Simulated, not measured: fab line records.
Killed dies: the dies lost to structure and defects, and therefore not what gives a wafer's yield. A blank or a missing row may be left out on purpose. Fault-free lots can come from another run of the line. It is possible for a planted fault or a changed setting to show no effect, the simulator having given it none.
Which tool is to blame? | flow nand harc | 24 lots with 72 wafers sampled at 6 steps, on a route of 1302 steps

== WHAT THE GAUGES SHOWED, per wafer ==
The record lacks any reading of a measuring or inspecting step that a usual standard deviation could be used to judge.

== WHICH TOOL RAN EACH LOT (tool, then ch and the chambers of the sampled wafers, then the start) ==
lot  | NHARC_A_STAIRCASE_ETCH_230                    | NHARC_A_STAIRCASE_DEP_259       | NHARC_A_STAIRCASE_DEP_301       | NHARC_A_STAIRCASE_DESCUM_312       | NHARC_A_STAIRCASE_ETCH_313         | NHARC_A_STAIRCASE_CMP_450
L074 | rie diel-01 ch 0,1,3, day 16 15:50 or earlier | pecvd-01 ch 0,1, day 16 15:50   | pecvd-03 ch 0,1,2, day 17 06:11 | rie diel-04 ch 0,3, day 17 06:59   | rie diel-04 ch 1,2, day 17 07:05   | cmp-02 ch 0,3, day 19 13:08
L075 | rie diel-01 ch 0,1,3, day 16 16:26 or earlier | pecvd-04 ch 0,1,2, day 16 16:26 | pecvd-01 ch 0,1,2, day 17 06:45 | rie diel-05 ch 0,1, day 17 07:42   | rie diel-05 ch 0,1,3, day 17 07:48 | cmp-01 ch 0,2,3, day 19 16:04
L076 | rie diel-04 ch 1,2, day 17 08:35 or earlier   | pecvd-03 ch 0,2, day 17 08:35   | pecvd-01 ch 0,1, day 17 21:08   | rie diel-01 ch 0,2,3, day 17 21:59 | rie diel-01 ch 0,1,3, day 17 22:04 | cmp-01 ch 1,2, day 19 23:06
L077 | rie diel-04 ch 0,1,3, day 17 10:25 or earlier | pecvd-01 ch 0,1,2, day 17 10:25 | pecvd-04 ch 0,1,2, day 17 22:57 | rie diel-01 ch 0,2,3, day 17 23:48 | rie diel-01 ch 1,2,3, day 17 23:53 | cmp-01 ch 0,1,2, day 19 22:49
L078 | rie diel-01 ch 0,1,3, day 17 15:03 or earlier | pecvd-03 ch 0,1,2, day 17 15:03 | pecvd-04 ch 0,1,2, day 18 03:57 | rie diel-04 ch 1,2,3, day 18 04:49 | rie diel-04 ch 0,1,2, day 18 04:54 | cmp-01 ch 1,2,3, day 20 07:17
L081 | rie diel-05 ch 1,2,3, day 18 23:34 or earlier | pecvd-03 ch 1,2, day 18 23:34   | pecvd-01 ch 0,1,2, day 19 13:56 | rie diel-01 ch 2,3, day 19 14:44   | rie diel-01 ch 0,2, day 19 14:49   | cmp-02 ch 2,3, day 21 14:06
L080 | rie diel-01 ch 0,1,3, day 19 01:23 or earlier | pecvd-03 ch 0,1,2, day 19 01:23 | pecvd-04 ch 0,1, day 19 14:04   | rie diel-05 ch 0,2, day 19 15:03   | rie diel-05 ch 0,2, day 19 15:08   | cmp-01 ch 0,2,3, day 21 13:49
L079 | rie diel-01 ch 0,2,3, day 19 06:56 or earlier | pecvd-03 ch 0,1,2, day 19 06:56 | pecvd-03 ch 0,1,2, day 20 00:11 | rie diel-04 ch 1,2, day 20 01:06   | rie diel-04 ch 1,3, day 20 01:14   | cmp-01 ch 1,3, day 21 21:47
L082 | rie diel-01 ch 0,2,3, day 20 06:58 or earlier | pecvd-03 ch 0,1, day 20 06:58   | pecvd-03 ch 0,1,2, day 20 21:32 | rie diel-05 ch 0,2, day 20 22:31   | rie diel-05 ch 0,1, day 20 22:36   | cmp-03 ch 0,1, day 23 00:06
L083 | rie diel-01 ch 0,1, day 20 08:41 or earlier   | pecvd-03 ch 0,1, day 20 08:41   | pecvd-03 ch 0,1,2, day 20 23:41 | rie diel-05 ch 0,1, day 21 00:31   | rie diel-05 ch 0,1,2, day 21 00:38 | cmp-01 ch 0,3, day 22 22:58
L085 | rie diel-04 ch 0,1,3, day 20 17:59 or earlier | pecvd-03 ch 0,1,2, day 20 17:59 | pecvd-03 ch 0,1,2, day 21 06:24 | rie diel-01 ch 1,2, day 21 07:21   | rie diel-01 ch 0,1,2, day 21 07:28 | cmp-02 ch 0,1,3, day 23 06:38
L084 | rie diel-05 ch 0,2,3, day 20 18:28 or earlier | pecvd-03 ch 0,1, day 20 18:28   | pecvd-03 ch 1,2, day 21 06:40   | rie diel-05 ch 1,3, day 21 07:35   | rie diel-05 ch 0,2, day 21 07:40   | cmp-01 ch 1,3, day 23 05:44
L086 | rie diel-01 ch 0,2,3, day 21 03:20 or earlier | pecvd-03 ch 0,2, day 21 03:20   | pecvd-04 ch 0,1, day 21 14:22   | rie diel-04 ch 0,3, day 21 15:19   | rie diel-04 ch 0,2,3, day 21 15:24 | cmp-01 ch 0,1,3, day 23 15:13
L088 | rie diel-05 ch 0,1,2, day 22 01:40 or earlier | pecvd-03 ch 1,2, day 22 01:40   | pecvd-01 ch 0,2, day 22 22:51   | rie diel-01 ch 0,1, day 22 23:48   | rie diel-01 ch 1,2, day 23 00:02   | cmp-03 ch 1,2,3, day 25 02:07
L087 | rie diel-04 ch 0,1,2, day 22 03:16 or earlier | pecvd-01 ch 0,1, day 22 03:16   | pecvd-04 ch 0,1,2, day 22 23:05 | rie diel-05 ch 0,3, day 23 00:02   | rie diel-05 ch 0,1,2, day 23 00:08 | cmp-03 ch 0,3, day 25 00:58
L089 | rie diel-01 ch 2,3, day 22 09:31 or earlier   | pecvd-03 ch 0,2, day 22 09:31   | pecvd-01 ch 0,1,2, day 23 02:25 | rie diel-05 ch 0,1, day 23 03:24   | rie diel-05 ch 0,1,3, day 23 03:34 | cmp-01 ch 0,3, day 25 00:50
L090 | rie diel-01 ch 0,2, day 23 00:31 or earlier   | pecvd-03 ch 0,1,2, day 23 00:31 | pecvd-04 ch 1,2, day 23 11:45   | rie diel-01 ch 1,2, day 23 12:43   | rie diel-01 ch 0,3, day 23 12:49   | cmp-03 ch 1,3, day 25 13:20
L091 | rie diel-04 ch 1,2,3, day 23 08:53 or earlier | pecvd-01 ch 1,2, day 23 08:53   | pecvd-01 ch 1,2, day 24 02:40   | rie diel-05 ch 0,2,3, day 24 03:40 | rie diel-05 ch 0,2,3, day 24 03:46 | cmp-03 ch 0,1,2, day 26 08:31
L093 | rie diel-05 ch 0,1,3, day 24 02:34 or earlier | pecvd-01 ch 0,1,2, day 24 02:34 | pecvd-01 ch 0,2, day 24 18:19   | rie diel-01 ch 1,2,3, day 24 19:19 | rie diel-01 ch 0,1,3, day 24 19:25 | cmp-03 ch 2,3, day 27 04:39
L092 | rie diel-04 ch 0,1,2, day 24 08:29 or earlier | pecvd-01 ch 0,1,2, day 24 08:29 | pecvd-04 ch 0,1, day 24 21:05   | rie diel-01 ch 1,2,3, day 24 22:34 | rie diel-01 ch 1,3, day 24 22:43   | cmp-01 ch 1,3, day 27 04:40
L094 | rie diel-05 ch 0,2,3, day 24 16:28 or earlier | pecvd-01 ch 0,1, day 24 16:28   | pecvd-04 ch 1,2, day 25 04:40   | rie diel-01 ch 0,1, day 25 05:31   | rie diel-01 ch 0,1, day 25 05:35   | cmp-01 ch 1,3, day 27 03:41
L095 | rie diel-04 ch 1,2, day 25 16:36 or earlier   | pecvd-04 ch 0,1, day 25 16:36   | pecvd-03 ch 1,2, day 26 06:56   | rie diel-04 ch 0,2,3, day 26 07:53 | rie diel-04 ch 0,1,3, day 26 07:58 | cmp-01 ch 1,2, day 28 08:34
L096 | rie diel-04 ch 1,2,3, day 25 19:43 or earlier | pecvd-03 ch 0,2, day 25 19:43   | pecvd-01 ch 0,2, day 26 08:07   | rie diel-05 ch 0,2,3, day 26 09:08 | rie diel-05 ch 0,1,3, day 26 09:13 | cmp-01 ch 0,2, day 28 08:24
L097 | rie diel-05 ch 0,1,3, day 26 06:19 or earlier | pecvd-04 ch 0,1, day 26 06:19   | pecvd-04 ch 0,2, day 26 20:11   | rie diel-04 ch 0,1,3, day 26 21:01 | rie diel-04 ch 0,1,3, day 26 21:07 | cmp-03 ch 0,1,2, day 28 21:22
- NHARC_A_STAIRCASE_ETCH_230: etches the open film in C4F8/O2, target depth 100 nm, time 40.5 s.
- NHARC_A_STAIRCASE_DEP_259: deposits SiON, target thk 30 nm.
- NHARC_A_STAIRCASE_DEP_301: deposits SiON, target thk 30 nm.
- NHARC_A_STAIRCASE_DESCUM_312: chemistry O2, time 3 s.
- NHARC_A_STAIRCASE_ETCH_313: etches the open film in CF4/CHF3.
- NHARC_A_STAIRCASE_CMP_450: polishes SiO2, target thk 200 nm.

== WHAT THE TOOLS THEMSELVES READ (means of the sampled wafers that have a number; where no wafer has one, the mark that the record gives instead) ==
NHARC_A_STAIRCASE_ETCH_230. Usual: oes product au 0.950 a.u., standard deviation 0.018; rf vpp V 894 V, standard deviation 5.
lot  | tool        | oes product au (a.u.) | rf vpp V (V) | flag
L074 | rie diel-01 | 0.934                 | 892          |
L075 | rie diel-01 | 0.947                 | 893          |
L076 | rie diel-04 | 0.943                 | 897          |
L077 | rie diel-04 | 0.922                 | 898          |
L078 | rie diel-01 | 0.950                 | 892          |
L081 | rie diel-05 | 0.958                 | 895          |
L080 | rie diel-01 | 0.951                 | 892          |
L079 | rie diel-01 | 0.949                 | 892          |
L082 | rie diel-01 | 0.952                 | 893          |
L083 | rie diel-01 | 0.952                 | 891          |
L085 | rie diel-04 | 0.938                 | 896          |
L084 | rie diel-05 | 0.938                 | 891          |
L086 | rie diel-01 | 0.993                 | 893          |
L088 | rie diel-05 | 0.967                 | 891          |
L087 | rie diel-04 | 0.978                 | 894          |
L089 | rie diel-01 | 0.950                 | 894          |
L090 | rie diel-01 | 0.941                 | 892          |
L091 | rie diel-04 | 0.945                 | 898          |
L093 | rie diel-05 | 0.946                 | 896          |
L092 | rie diel-04 | 0.947                 | 895          |
L094 | rie diel-05 | 0.941                 | 891          |
L095 | rie diel-04 | 0.979                 | 895          |
L096 | rie diel-04 | 0.944                 | 898          |
L097 | rie diel-05 | 0.927                 | 894          |

NHARC_A_STAIRCASE_DEP_259. Usual: chamber pressure Torr 3.501 Torr, standard deviation 0.008; heater power w 677 W, standard deviation 93; showerhead vpp V 1202 V, standard deviation 65.
lot  | tool     | chamber pressure Torr (Torr) | heater power w (W) | showerhead vpp V (V) | flag
L074 | pecvd-01 | 3.496                        | 749                | 1124                 |
L075 | pecvd-04 | 3.505                        | 824                | 1166                 |
L076 | pecvd-03 | 3.498                        | 630                | 1240                 |
L077 | pecvd-01 | 3.493                        | 688                | 1143                 |
L078 | pecvd-03 | 3.502                        | 607                | 1250                 |
L081 | pecvd-03 | 3.501                        | 639                | 1280                 |
L080 | pecvd-03 | 3.502                        | 618                | 1247                 |
L079 | pecvd-03 | 3.496                        | 617                | 1258                 |
L082 | pecvd-03 | 3.505                        | 602                | 1247                 |
L083 | pecvd-03 | 3.499                        | 633                | 1239                 |
L085 | pecvd-03 | 3.506                        | 639                | 1242                 |
L084 | pecvd-03 | 3.507                        | 652                | 1240                 |
L086 | pecvd-03 | 3.506                        | 604                | 1238                 |
L088 | pecvd-03 | 3.508                        | 622                | 1270                 |
L087 | pecvd-01 | 3.493                        | 729                | 1135                 |
L089 | pecvd-03 | 3.504                        | 579                | 1200                 |
L090 | pecvd-03 | 3.504                        | 632                | 1238                 |
L091 | pecvd-01 | 3.499                        | 625                | 1155                 |
L093 | pecvd-01 | 3.495                        | 746                | 1131                 |
L092 | pecvd-01 | 3.503                        | 726                | 1137                 |
L094 | pecvd-01 | 3.498                        | 733                | 1116                 |
L095 | pecvd-04 | 3.495                        | 792                | 1196                 |
L096 | pecvd-03 | 3.504                        | 663                | 1248                 |
L097 | pecvd-04 | 3.505                        | 746                | 1197                 |

NHARC_A_STAIRCASE_DEP_301. Usual: chamber pressure Torr 3.500 Torr, standard deviation 0.007; heater power w 735 W, standard deviation 110; showerhead vpp V 1180 V, standard deviation 58.
lot  | tool     | chamber pressure Torr (Torr) | heater power w (W) | showerhead vpp V (V) | flag
L074 | pecvd-03 | 3.487                        | 616                | 1238                 |
L075 | pecvd-01 | 3.496                        | 704                | 1139                 |
L076 | pecvd-01 | 3.501                        | 738                | 1121                 |
L077 | pecvd-04 | 3.504                        | 849                | 1169                 |
L078 | pecvd-04 | 3.505                        | 797                | 1169                 |
L081 | pecvd-01 | 3.504                        | 735                | 1142                 |
L080 | pecvd-04 | 3.500                        | 800                | 1169                 |
L079 | pecvd-03 | 3.503                        | 620                | 1232                 |
L082 | pecvd-03 | 3.505                        | 617                | 1234                 |
L083 | pecvd-03 | 3.502                        | 637                | 1228                 |
L085 | pecvd-03 | 3.503                        | 589                | 1228                 |
L084 | pecvd-03 | 3.497                        | 605                | 1287                 |
L086 | pecvd-04 | 3.500                        | 811                | 1166                 |
L088 | pecvd-01 | 3.503                        | 767                | 1116                 |
L087 | pecvd-04 | 3.493                        | 856                | 1162                 |
L089 | pecvd-01 | 3.502                        | 721                | 1145                 |
L090 | pecvd-04 | 3.494                        | 853                | 1136                 |
L091 | pecvd-01 | 3.495                        | 686                | 1158                 |
L093 | pecvd-01 | 3.503                        | 838                | 1122                 |
L092 | pecvd-04 | 3.499                        | 769                | 1206                 |
L094 | pecvd-04 | 3.497                        | 846                | 1142                 |
L095 | pecvd-03 | 3.497                        | 626                | 1277                 |
L096 | pecvd-01 | 3.499                        | 832                | 1140                 |
L097 | pecvd-04 | 3.501                        | 890                | 1174                 |

NHARC_A_STAIRCASE_DESCUM_312. Usual: drypump motor current A 5.9 A, standard deviation 0.54; oes product au 1.000 a.u., standard deviation 0.011; rf vpp V 57.5 V, standard deviation 0.76; showerhead plenum p Torr 1.88 Torr, standard deviation 0.079; throttle valve pct 11.311 %, standard deviation 0.0083.
lot  | tool        | drypump motor current A (A) | oes product au (a.u.) | rf vpp V (V) | showerhead plenum p Torr (Torr) | throttle valve pct (%) | flag
L074 | rie diel-04 | 6.2                         | 0.977                 | 57.3         | 2.01                            | 11.318                 |
L075 | rie diel-05 | 5.6                         | 0.995                 | 57.8         | 1.86                            | 11.308                 |
L076 | rie diel-01 | 6.4                         | 1.002                 | 56.8         | 1.86                            | 11.308                 |
L077 | rie diel-01 | 6.4                         | 1.006                 | 56.6         | 1.86                            | 11.310                 |
L078 | rie diel-04 | 5.8                         | 1.002                 | 57.0         | 1.96                            | 11.311                 |
L081 | rie diel-01 | 6.3                         | 1.017                 | 57.5         | 1.89                            | 11.314                 |
L080 | rie diel-05 | 5.9                         | 1.003                 | 57.9         | 1.80                            | 11.313                 |
L079 | rie diel-04 | 5.3                         | 1.001                 | 57.2         | 1.91                            | 11.314                 |
L082 | rie diel-05 | 5.8                         | 1.008                 | 57.2         | 1.78                            | 11.304                 |
L083 | rie diel-05 | 5.6                         | 1.005                 | 57.8         | 1.85                            | 11.309                 |
L085 | rie diel-01 | 6.0                         | 1.010                 | 57.3         | 1.89                            | 11.307                 |
L084 | rie diel-05 | 5.0                         | 1.002                 | 58.4         | 1.95                            | 11.310                 |
L086 | rie diel-04 | 6.2                         | 0.978                 | 58.2         | 2.00                            | 11.319                 |
L088 | rie diel-01 | 6.3                         | 1.009                 | 56.7         | 1.86                            | 11.313                 |
L087 | rie diel-05 | 5.8                         | 1.002                 | 57.5         | 1.85                            | 11.313                 |
L089 | rie diel-05 | 5.3                         | 0.993                 | 57.3         | 1.90                            | 11.307                 |
L090 | rie diel-01 | 6.1                         | 1.002                 | 57.4         | 1.88                            | 11.299                 |
L091 | rie diel-05 | 5.7                         | 0.999                 | 57.8         | 1.83                            | 11.319                 |
L093 | rie diel-01 | 6.2                         | 1.004                 | 57.7         | 1.88                            | 11.310                 |
L092 | rie diel-01 | 6.2                         | 1.001                 | 57.6         | 1.88                            | 11.319                 |
L094 | rie diel-01 | 6.5                         | 0.991                 | 56.8         | 1.81                            | 11.307                 |
L095 | rie diel-04 | 5.8                         | 1.005                 | 57.9         | 1.95                            | 11.314                 |
L096 | rie diel-05 | 5.6                         | 0.990                 | 57.6         | 1.93                            | 11.298                 |
L097 | rie diel-04 | 5.9                         | 1.000                 | 57.9         | 1.92                            | 11.312                 |

NHARC_A_STAIRCASE_ETCH_313. Usual: chf3 flow sccm 30.01 sccm, standard deviation 0.085; drypump motor current A 5.8 A, standard deviation 0.53; oes product au 0.935 a.u., standard deviation 0.021; rf vpp V 369.9 V, standard deviation 2.3; showerhead plenum p Torr 1.55 Torr, standard deviation 0.061; throttle valve pct 16.802 %, standard deviation 0.0092.
lot  | tool        | chf3 flow sccm (sccm) | drypump motor current A (A) | oes product au (a.u.) | rf vpp V (V) | showerhead plenum p Torr (Torr) | throttle valve pct (%) | flag
L074 | rie diel-04 | 29.92                 | 5.4                         | 0.939                 | 370.7        | 1.58                            | 16.798                 |
L075 | rie diel-05 | 30.01                 | 5.4                         | 0.925                 | 370.9        | 1.57                            | 16.798                 |
L076 | rie diel-01 | 29.94                 | 6.4                         | 0.979                 | 369.1        | 1.53                            | 16.798                 |
L077 | rie diel-01 | 29.99                 | 6.2                         | 0.931                 | 370.1        | 1.55                            | 16.809                 |
L078 | rie diel-04 | 30.06                 | 5.4                         | 0.935                 | 369.3        | 1.56                            | 16.805                 |
L081 | rie diel-01 | 30.01                 | 6.4                         | 0.927                 | 369.4        | 1.53                            | 16.807                 |
L080 | rie diel-05 | 30.10                 | 5.8                         | 0.926                 | 367.2        | 1.48                            | 16.801                 |
L079 | rie diel-04 | 29.99                 | 6.3                         | 0.911                 | 373.1        | 1.64                            | 16.801                 |
L082 | rie diel-05 | 30.04                 | 5.3                         | 0.922                 | 370.3        | 1.56                            | 16.808                 |
L083 | rie diel-05 | 30.04                 | 5.5                         | 0.972                 | 368.1        | 1.52                            | 16.809                 |
L085 | rie diel-01 | 29.97                 | 6.3                         | 0.928                 | 369.4        | 1.53                            | 16.801                 |
L084 | rie diel-05 | 30.00                 | 5.8                         | 0.934                 | 366.8        | 1.47                            | 16.808                 |
L086 | rie diel-04 | 29.96                 | 5.8                         | 0.921                 | 372.0        | 1.61                            | 16.800                 |
L088 | rie diel-01 | 30.00                 | 6.1                         | 0.928                 | 370.0        | 1.54                            | 16.806                 |
L087 | rie diel-05 | 29.99                 | 5.5                         | 0.922                 | 368.0        | 1.51                            | 16.803                 |
L089 | rie diel-05 | 29.97                 | 5.4                         | 0.923                 | 370.3        | 1.56                            | 16.798                 |
L090 | rie diel-01 | 30.05                 | 6.5                         | 0.928                 | 368.6        | 1.52                            | 16.807                 |
L091 | rie diel-05 | 30.03                 | 5.7                         | 0.933                 | 368.5        | 1.51                            | 16.815                 |
L093 | rie diel-01 | 29.92                 | 6.4                         | 0.971                 | 369.6        | 1.52                            | 16.804                 |
L092 | rie diel-01 | 30.10                 | 6.2                         | 0.929                 | 371.0        | 1.55                            | 16.803                 |
L094 | rie diel-01 | 29.87                 | 6.3                         | 0.969                 | 368.5        | 1.52                            | 16.792                 |
L095 | rie diel-04 | 30.03                 | 5.9                         | 0.928                 | 369.8        | 1.58                            | 16.814                 |
L096 | rie diel-05 | 29.92                 | 5.4                         | 0.970                 | 370.1        | 1.56                            | 16.804                 |
L097 | rie diel-04 | 30.10                 | 5.9                         | 0.920                 | 370.3        | 1.58                            | 16.810                 |

NHARC_A_STAIRCASE_CMP_450. Usual: motor current A 12.4 A, standard deviation 1.2; slurry flow ml min 150.0, standard deviation 0.48.
lot  | tool   | motor current A (A) | slurry flow ml min | flag
L074 | cmp-02 | 13.5                | 150.2              |
L075 | cmp-01 | 13.4                | 149.8              |
L076 | cmp-01 | 12.8                | 150.4              |
L077 | cmp-01 | 13.1                | 149.8              |
L078 | cmp-01 | 13.1                | 150.4              |
L081 | cmp-02 | 12.6                | 150.1              |
L080 | cmp-01 | 13.0                | 149.7              |
L079 | cmp-01 | 12.8                | 150.1              |
L082 | cmp-03 | 11.0                | 149.9              |
L083 | cmp-01 | 12.9                | 149.8              |
L085 | cmp-02 | 12.7                | 150.2              |
L084 | cmp-01 | 12.9                | 150.2              |
L086 | cmp-01 | 12.4                | 150.0              |
L088 | cmp-03 | 11.0                | 149.9              |
L087 | cmp-03 | 11.1                | 149.6              |
L089 | cmp-01 | 12.7                | 150.0              |
L090 | cmp-03 | 12.2                | 149.6              |
L091 | cmp-03 | 10.4                | 150.3              |
L093 | cmp-03 | 10.7                | 149.7              |
L092 | cmp-01 | 12.8                | 150.0              |
L094 | cmp-01 | 12.9                | 150.0              |
L095 | cmp-01 | 13.5                | 150.3              |
L096 | cmp-01 | 13.3                | 149.6              |
L097 | cmp-03 | 10.3                | 150.3              |

== THE ANSWER, worked out from the rows above alone ==
Rule: a lot counts as off when the mean over its wafers that have a number is more than 3 standard deviations away from the usual mean. Also off: a lot with no number at a reading for which 4 or more lots have one. Any other lot the step has rows for is counted as sound. After the gauges, taken in route order, come the tools' own readings; for these a lot's mean is taken, as printed above. The first step at which some lot is off is used, and at that step the reading that is off furthest; a lot without a number counts as furthest.
None of the lots is off at any reading shown; this tells nothing.

== WHAT THE SIMULATOR PUT IN ==
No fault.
